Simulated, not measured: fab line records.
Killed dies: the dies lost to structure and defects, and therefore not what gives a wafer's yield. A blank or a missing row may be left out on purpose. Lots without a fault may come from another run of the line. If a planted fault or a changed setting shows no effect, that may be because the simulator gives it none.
Split-lot trial    flow n5_finfet    on a route of 1938 steps: 7 lots, 21 wafers read

== THE SPLIT ==
At N5_BEOL_M15_COAT_04 (resist thk 800 nm), the setting spin_rpm was moved away from the recipe's 1704 rpm on 8 of the 21 wafers read, by -10.4% to +8.7%. The other wafers ran this setting at the recipe's value.

== FROM THE SPLIT TO THE READING: what the file shows between them, 4 steps ==
- N5_BEOL_M15_EBR_06
- N5_BEOL_M15_SOFTBAKE_05: time 60 s
- N5_BEOL_M15_DESCUM_15: chemistry O2, time 7.9 s
- N5_BEOL_M15_ETCH_59: etches BARC in N2/H2, target depth 89 nm, overetch 26.7 nm, time 67.9 s

== THE READING ==
coat_of_BEOL_M15_COAT_04.thk_nm (the simulator's own value, which no gauge read), in nm, at N5_BEOL_M15_VIA_ETCH_16 (etches SiO2 in C4F8/O2/Ar, target depth 1792.2 nm). No usual value for it is given in the file. The 13 wafers here that ran the recipe average 331.8 nm, standard deviation 9 nm.

wafer   tool, chamber at the split  spin_rpm as run, rpm  against the recipe  coat_of_BEOL_M15_COAT_04.thk_nm, nm  against lot-mates on the recipe
L074.1  litho_track-02, 0           1853                  +8.7%               285.8                                -39.6
L074.3  litho_track-02, 0           1704                  recipe              337.6                                -
L074.5  litho_track-02, 0           1704                  recipe              313.2                                -
L077.3  litho_track-02, 0           1541                  -9.6%               380                                  +54.0
L077.4  litho_track-02, 0           1704                  recipe              326                                  -
L077.6  litho_track-02, 0           1541                  -9.6%               374.4                                +48.4
L080.2  litho_track-05, 0           1704                  recipe              342.2                                -
L080.4  litho_track-05, 0           1704                  recipe              340.2                                -
L080.6  litho_track-05, 0           1704                  recipe              338.6                                -
L082.1  litho_track-05, 0           1704                  recipe              340                                  -
L082.2  litho_track-05, 0           1806                  +6.0%               317.4                                -14.9
L082.6  litho_track-05, 0           1704                  recipe              324.6                                -
L084.2  litho_track-02, 0           1826                  +7.2%               322.6                                -7.7
L084.4  litho_track-02, 0           1704                  recipe              336.6                                -
L084.6  litho_track-02, 0           1704                  recipe              324                                  -
L091.2  litho_track-03, 0           1798                  +5.5%               322.8                                -13.2
L091.3  litho_track-03, 0           1798                  +5.5%               305                                  -31.0
L091.4  litho_track-03, 0           1704                  recipe              336                                  -
L094.1  litho_track-03, 0           1704                  recipe              318.6                                -
L094.2  litho_track-03, 0           1527                  -10.4%              388.2                                +60.9
L094.3  litho_track-03, 0           1704                  recipe              336                                  -

FIT RESULTS
A straight line over all 21 wafers: coat_of_BEOL_M15_COAT_04.thk_nm changes by -4.3 nm for each +1% of spin_rpm; r = -0.91; the points scatter about the line by 10 nm.
The same after taking each lot's own level away (the mean of its wafers on the recipe; 21 wafers): -4.58 nm for each +1%; r = -0.93; scatter 9.4 nm.
That fit puts the effect of the largest move of spin_rpm on the reading at 48 nm.
Measured against the standard deviation above, the lots' own levels, which go from 325.40 to 340.33 nm, span 1.7 times it.
So the lot-to-lot level changes the slope little: the two slopes agree.
Check: with one of the wafers moved furthest among these (-10.4%) left out of the fit, the line predicts +47.4 nm for it against its lot-mates. It came out at +60.9 nm against them.

== ADDITIONAL SPLITS CARRIED BY THESE WAFERS ==
These wafers also went through other splits before the reading. Each is held against what the fit with the lots' levels taken away leaves over:
other split on the same wafers  wafers away from the commonest value  r with coat_of_BEOL_M15_COAT_04.thk_nm (lot level and that fit taken away)
N5_BEOL_M13_ILD_DEP_00 time_s   6                                     +0.38

== THE WHOLE CHAIN: every reading that the file lists as answering this split, in the file's order ==
step                     what it does                                                             reading                                                                           change (the file's fit)               r (the file's)
N5_BEOL_M15_COAT_04      resist thk 800 nm                                                        coat_of_BEOL_M15_COAT_04.thk_nm (the simulator's own value, which no gauge read)  -4.02 nm for each +1% of the setting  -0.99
N5_BEOL_M15_ETCH_59      etches BARC in N2/H2, target depth 89 nm, overetch 26.7 nm, time 67.9 s  coat_of_BEOL_M15_COAT_04.thk_nm (the simulator's own value, which no gauge read)  -4.08 nm for each +1% of the setting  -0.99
N5_BEOL_M15_VIA_ETCH_16  etches SiO2 in C4F8/O2/Ar, target depth 1792.2 nm                        coat_of_BEOL_M15_COAT_04.thk_nm (the simulator's own value, which no gauge read)  -4.41 nm for each +1% of the setting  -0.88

== THE FILE'S OWN FIT ==
coat_of_BEOL_M15_COAT_04.thk_nm changes by -4.41 nm for each +1% of spin_rpm, r = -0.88.
